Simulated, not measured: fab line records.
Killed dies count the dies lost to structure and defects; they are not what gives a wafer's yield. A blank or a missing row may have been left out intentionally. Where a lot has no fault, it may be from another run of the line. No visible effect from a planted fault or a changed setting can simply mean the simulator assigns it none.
The tool behind it: which one? | flow n5-finfet | 11 lots (31 wafers sampled), 1 step of a 1938-step route

## WHAT THE GAUGES READ, wafer by wafer
N5_BEOL_M6_CD_MEAS_18: pitch 80 nm, target cd 40 nm.
lot  | measured     | on        | cd-nm (nm)
L370 | day 9 04:40  | cd-sem-01 | 40.6 40.4 41.8
L369 | day 9 17:10  | cd-sem-03 | 39.6 39.5 39.9
L373 | day 10 07:49 | cd-sem-01 | 41.3 40.1 39.9
L376 | day 10 18:32 | cd-sem-02 | 39.9 39.5 39.7
L384 | day 12 17:55 | cd-sem-01 | 40.2 39.0
L386 | day 13 00:43 | cd-sem-01 | 40.8 40.7 40.6
L385 | day 13 00:50 | cd-sem-03 | 39.2 39.8 39.9
L387 | day 13 21:20 | cd-sem-01 | 42.0 40.5
L389 | day 13 23:13 | cd-sem-01 | 41.1 41.2 40.9
L390 | day 14 03:20 | cd-sem-02 | 39.9 40.5 40.2
L391 | day 14 17:50 | cd-sem-02 | 39.8 41.4 40.9

## EACH LOT AND THE TOOL THAT RAN IT (in order: tool; ch and the chambers of the sampled wafers; start)
There is no process step in the record ahead of these readings.

## WHAT THE TOOLS THEMSELVES READ (means of the sampled wafers that have a number; where no wafer has one, the mark that the record gives instead)
The record holds no such reading with a usual standard deviation.

## THE ANSWER, worked out from the rows above alone
Rule: what is usual is taken from the lots themselves. The widest of any qualifying gaps counts: lots, ordered by their means at a reading, are off when they make up no more than a third of the lots, leave a main group of 4 or more, and stand apart from it by 3 or more times the standard deviation of that group's means. The tables above print the reading to a certain number of digits; a main group whose means all agree to those digits is not used. Also off: a lot with no number at a reading for which 4 or more lots have one. Where the step has rows for the other lots, those lots are counted as sound. After the gauges, taken in route order, come the tools' own readings; for these a lot's mean is taken, as printed above. At the first step where some lot is off, the reading lying furthest off is the one used; lots without a number count as furthest.
Nothing can be told from this: no lot is off at any reading shown.

## WHAT THE SIMULATOR HAD PUT IN
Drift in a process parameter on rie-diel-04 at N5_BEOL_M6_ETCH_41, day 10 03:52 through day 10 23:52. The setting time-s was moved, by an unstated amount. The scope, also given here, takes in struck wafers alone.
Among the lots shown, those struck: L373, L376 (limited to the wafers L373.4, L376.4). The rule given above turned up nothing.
